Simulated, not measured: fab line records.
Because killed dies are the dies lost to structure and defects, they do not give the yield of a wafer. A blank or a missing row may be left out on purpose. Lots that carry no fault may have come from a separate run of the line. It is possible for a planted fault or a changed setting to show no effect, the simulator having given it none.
Chamber matching :: flow n5_finfet :: N5_BEOL_M11_ETCH_65 on rie_diel-02 has 4 sister chambers
The step etches SiARC in CF4, target depth 39 nm, time 65 s. 20 wafers are shown with their chamber, then 10 later ones without.

== WAFERS WITH THEIR CHAMBER ==
wafer: L075.1
chamber: 2
showerhead_plenum_p_Torr (Torr): 2.19
throttle_valve_pct (%): 15.1
oes_product_au (a.u.): 0.74

wafer: L075.4
chamber: 0
showerhead_plenum_p_Torr (Torr): 2.11
throttle_valve_pct (%): 15.9
oes_product_au (a.u.): 0.59

wafer: L075.5
chamber: 0
showerhead_plenum_p_Torr (Torr): 2.11
throttle_valve_pct (%): 15.9
oes_product_au (a.u.): 0.59

wafer: L080.2
chamber: 3
showerhead_plenum_p_Torr (Torr): 2.25
throttle_valve_pct (%): 15.5
oes_product_au (a.u.): 0.74

wafer: L080.3
chamber: 0
showerhead_plenum_p_Torr (Torr): 2.11
throttle_valve_pct (%): 16.0
oes_product_au (a.u.): 0.58

wafer: L080.4
chamber: 1
showerhead_plenum_p_Torr (Torr): 2.16
throttle_valve_pct (%): 15.3
oes_product_au (a.u.): 0.70

wafer: L081.1
chamber: 0
showerhead_plenum_p_Torr (Torr): 2.11
throttle_valve_pct (%): 16.0
oes_product_au (a.u.): 0.58

wafer: L081.3
chamber: 3
showerhead_plenum_p_Torr (Torr): 2.25
throttle_valve_pct (%): 15.5
oes_product_au (a.u.): 0.76

wafer: L081.6
chamber: 0
showerhead_plenum_p_Torr (Torr): 2.11
throttle_valve_pct (%): 16.0
oes_product_au (a.u.): 0.58

wafer: L083.3
chamber: 0
showerhead_plenum_p_Torr (Torr): 2.11
throttle_valve_pct (%): 16.0
oes_product_au (a.u.): 0.58

wafer: L083.4
chamber: 3
showerhead_plenum_p_Torr (Torr): 2.25
throttle_valve_pct (%): 15.5
oes_product_au (a.u.): 0.75

wafer: L083.5
chamber: 2
showerhead_plenum_p_Torr (Torr): 2.18
throttle_valve_pct (%): 15.1
oes_product_au (a.u.): 0.72

wafer: L084.1
chamber: 1
showerhead_plenum_p_Torr (Torr): 2.15
throttle_valve_pct (%): 15.3
oes_product_au (a.u.): 0.70

wafer: L084.2
chamber: 2
showerhead_plenum_p_Torr (Torr): 2.18
throttle_valve_pct (%): 15.1
oes_product_au (a.u.): 0.72

wafer: L084.5
chamber: 0
showerhead_plenum_p_Torr (Torr): 2.10
throttle_valve_pct (%): 16.0
oes_product_au (a.u.): 0.58

wafer: L087.2
chamber: 1
showerhead_plenum_p_Torr (Torr): 2.15
throttle_valve_pct (%): 15.3
oes_product_au (a.u.): 0.69

wafer: L087.4
chamber: 3
showerhead_plenum_p_Torr (Torr): 2.25
throttle_valve_pct (%): 15.5
oes_product_au (a.u.): 0.73

wafer: L087.6
chamber: 2
showerhead_plenum_p_Torr (Torr): 2.18
throttle_valve_pct (%): 15.2
oes_product_au (a.u.): 0.70

wafer: L090.1
chamber: 2
showerhead_plenum_p_Torr (Torr): 2.17
throttle_valve_pct (%): 15.2
oes_product_au (a.u.): 0.70

wafer: L090.2
chamber: 1
showerhead_plenum_p_Torr (Torr): 2.15
throttle_valve_pct (%): 15.3
oes_product_au (a.u.): 0.68

SIGNATURES, as means of the wafers listed above
reading: showerhead_plenum_p_Torr
chamber 0: 2.1086
chamber 1: 2.1525
chamber 2: 2.1800
chamber 3: 2.2500
scatter within a chamber: 0.00475

reading: throttle_valve_pct
chamber 0: 15.971
chamber 1: 15.300
chamber 2: 15.140
chamber 3: 15.500
scatter within a chamber: 0.0405

reading: oes_product_au
chamber 0: 0.5829
chamber 1: 0.6925
chamber 2: 0.7160
chamber 3: 0.7450
scatter within a chamber: 0.0113
Rule: for a wafer and a chamber, the distance is found by dividing, reading by reading, the gap between the wafer's reading and the chamber's mean by the reading's scatter, squaring, summing and taking the root. The wafer belongs to the nearest chamber; if the next one is less than 2 further off, it can't be placed. The scatter: take each reading less its chamber's mean, square it, sum over the shown wafers, divide by the number of wafers less the number of chambers, and take the root.

== WAFERS WHOSE CHAMBER IS MISSING ==
wafer: L090.6
showerhead_plenum_p_Torr (Torr): 2.17
throttle_valve_pct (%): 15.2
oes_product_au (a.u.): 0.70

wafer: L092.1
showerhead_plenum_p_Torr (Torr): 2.25
throttle_valve_pct (%): 15.5
oes_product_au (a.u.): 0.72

wafer: L092.2
showerhead_plenum_p_Torr (Torr): 2.15
throttle_valve_pct (%): 15.3
oes_product_au (a.u.): 0.68

wafer: L092.4
showerhead_plenum_p_Torr (Torr): 2.17
throttle_valve_pct (%): 15.2
oes_product_au (a.u.): 0.70

wafer: L096.1
showerhead_plenum_p_Torr (Torr): 2.14
throttle_valve_pct (%): 15.4
oes_product_au (a.u.): 0.67

wafer: L096.4
showerhead_plenum_p_Torr (Torr): 2.10
throttle_valve_pct (%): 15.5
oes_product_au (a.u.): 0.79

wafer: L096.5
showerhead_plenum_p_Torr (Torr): 2.17
throttle_valve_pct (%): 15.2
oes_product_au (a.u.): 0.69

wafer: L094.1
showerhead_plenum_p_Torr (Torr): 2.14
throttle_valve_pct (%): 15.4
oes_product_au (a.u.): 0.66

wafer: L094.3
showerhead_plenum_p_Torr (Torr): 2.10
throttle_valve_pct (%): 15.5
oes_product_au (a.u.): 0.80

wafer: L094.6
showerhead_plenum_p_Torr (Torr): 2.14
throttle_valve_pct (%): 15.3
oes_product_au (a.u.): 0.66

== WHICH CHAMBER EACH WENT THROUGH ==
wafer: L090.6
from the rows above: can't be placed: 2 or 1
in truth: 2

wafer: L092.1
from the rows above: 3
in truth: 3

wafer: L092.2
from the rows above: 1
in truth: 1

wafer: L092.4
from the rows above: can't be placed: 2 or 1
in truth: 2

wafer: L096.1
from the rows above: 1
in truth: 1

wafer: L096.4
from the rows above: 1
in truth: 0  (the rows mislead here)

wafer: L096.5
from the rows above: can't be placed: 2 or 1
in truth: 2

wafer: L094.1
from the rows above: 1
in truth: 1

wafer: L094.3
from the rows above: 1
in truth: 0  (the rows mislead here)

wafer: L094.6
from the rows above: 1
in truth: 1
Correctly placed: 5 of 10. Unplaceable from these rows: 3, with the true chamber sitting among the candidates in 3. Number placed wrongly: 2.
